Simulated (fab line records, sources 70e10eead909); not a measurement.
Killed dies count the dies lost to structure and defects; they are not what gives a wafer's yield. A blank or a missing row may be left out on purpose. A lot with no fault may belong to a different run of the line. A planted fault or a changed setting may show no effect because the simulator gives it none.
Chamber matching :: flow nandHarc :: 3 sister chambers for NHARC_P_M2_PRE_CLEAN_32 on pecvd-01
The step time 12 s. 6 wafers are shown with their chamber, then 8 later ones without.

== WAFERS WITH THEIR CHAMBER ==
wafer: L082.1
chamber: 1
heaterPowerW (W): 668

wafer: L082.2
chamber: 2
heaterPowerW (W): 462

wafer: L088.2
chamber: 0
heaterPowerW (W): 651

wafer: L088.4
chamber: 0
heaterPowerW (W): 645

wafer: L088.5
chamber: 1
heaterPowerW (W): 678

wafer: L090.1
chamber: 2
heaterPowerW (W): 579

== WAFERS WITHOUT THEIR CHAMBER ==
wafer: L090.3
heaterPowerW (W): 595

wafer: L090.6
heaterPowerW (W): 613

wafer: L091.2
heaterPowerW (W): 553

wafer: L091.3
heaterPowerW (W): 697

wafer: L091.4
heaterPowerW (W): 683

wafer: L093.1
heaterPowerW (W): 689

wafer: L093.3
heaterPowerW (W): 532

wafer: L093.4
heaterPowerW (W): 716

== THE CHAMBER EACH PASSED THROUGH ==
wafer: L090.3
from the rows above: can't be placed: 0 or 2 or 1
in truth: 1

wafer: L090.6
from the rows above: can't be placed: 0 or 1 or 2
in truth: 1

wafer: L091.2
from the rows above: can't be placed: 2 or 0 or 1
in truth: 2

wafer: L091.3
from the rows above: can't be placed: 1 or 0
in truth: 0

wafer: L091.4
from the rows above: can't be placed: 1 or 0
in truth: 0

wafer: L093.1
from the rows above: can't be placed: 1 or 0
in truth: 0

wafer: L093.3
from the rows above: 2
in truth: 2

wafer: L093.4
from the rows above: can't be placed: 1 or 0
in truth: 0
Correct placement for 1 of the 8. These rows do not allow placing 7 (true chamber among the candidates in 7). Wrongly placed: 0.
How it was worked out, from the rows above alone: a wafer's distance from a chamber is the root of the sum, over the readings, of the square of ((its reading less the chamber's mean) divided by the reading's scatter). The wafer belongs to the nearest chamber; if the next one is less than 2 further off, it can't be placed. Each chamber's mean is taken over the wafers shown for it. The scatter: the root of (the sum of the squares of (reading less its chamber's mean) over the shown wafers, divided by (wafers less chambers)).
